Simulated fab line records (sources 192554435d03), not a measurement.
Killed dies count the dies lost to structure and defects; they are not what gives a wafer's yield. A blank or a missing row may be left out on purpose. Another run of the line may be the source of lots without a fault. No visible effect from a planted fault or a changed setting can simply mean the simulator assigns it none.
Problem report, 8D (eight disciplines) form, completed by code	flow n5 finfet	the parts of the form that need people (team, actions taken, sign-off) are left out

1. THE ISSUE
Wafers without a fault read 64.0 s, standard deviation 2; etch rf on time s at N5_BEOL_M9_ETCH_61 reads a mean of 48.3 s on 3 wafers belonging to 2 lots. That puts it -7.9 standard deviations away from the usual mean.
The step: etches SiARC in CF4, target depth 39 nm, time 65 s.
The first sign was on wafer L233.4 at day 16 11:03, on rie diel-06. Wafers with a number at this step in the record: 28, from 10 lots. The rule behind "out" and "out of limits": a value lying over 4 standard deviations away from the usual mean. The other wafers with a number count as sound.

2. WHAT THIS IS AND IS NOT
question	is	is not
which readings at this step	etch rf on time s	chamber pressure mTorr, drypump motor current A, oes product au, rf vpp V, showerhead plenum p Torr, throttle valve pct
which lots	L233, L234	L213, L214, L218, L219, L220, L227, L235, L236
which wafers of those lots	L233.4, L233.5, L234.4	L233.6, L234.1
read on which tools	rie diel-06	rie diel-01, rie diel-04
when	from day 16 11:03	up to then (21 sound wafers); but 4 sound wafers of L234, L235 came after

3. THE SUSPECTS, EACH WITH WHAT RULES IT OUT
Counting: any tool at a process step up to the reading remains a suspect provided it ran every lot that is out. Sound lots after the first of them don't rule it out here, since some wafers of a struck lot are sound.
- rie diel-06 at N5_BEOL_M9_DESCUM_16 (chemistry O2, time 7.9 s): kept. Every lot that is out went through it, the first being L233 (day 16 11:01); the last sound lot it ran before that was L227 (day 14 21:06).
- rie diel-06 at N5_BEOL_M9_ETCH_61 (etches SiARC in CF4, target depth 39 nm, time 65 s): kept. Every lot that is out went through it, the first being L233 (day 16 11:03); the last sound lot it ran before that was L227 (day 14 21:08). Out on those wafers are its own readings of etch rf on time s.
Left after counting: rie diel-06 at N5_BEOL_M9_DESCUM_16, rie diel-06 at N5_BEOL_M9_ETCH_61.

4. THE CAUSE (what the simulator had put in)
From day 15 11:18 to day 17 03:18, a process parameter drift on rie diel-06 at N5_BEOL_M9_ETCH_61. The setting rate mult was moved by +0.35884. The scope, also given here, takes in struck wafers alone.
Counting left 2 suspects, and this tool is among them.

5. THE CHAIN OF EFFECTS, in route order
Each row: a reading whose mean over the struck wafers that have a number lies more than 3 standard deviations from the usual. Only readings for which the record gives a usual standard deviation are gone through. hours: the time from each lot's start at the first step in this table that gives one to its start at this step, as a median over the lots. sigmas: the change in usual standard deviations.
hours	step	reading	usual	on struck wafers	change	sigmas
0	N5_BEOL_M9_ETCH_61	etch rf on time s	64.0 s	48.3	-15.7	-7.9
Here are the process steps it includes:
- N5_BEOL_M9_ETCH_61: etches SiARC in CF4, target depth 39 nm, time 65 s.

6. HOW IT WOULD HAVE BEEN CAUGHT EARLIER
The fault began at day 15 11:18; the first out-of-limits reading in this record came at day 16 11:03, 24 hours later.
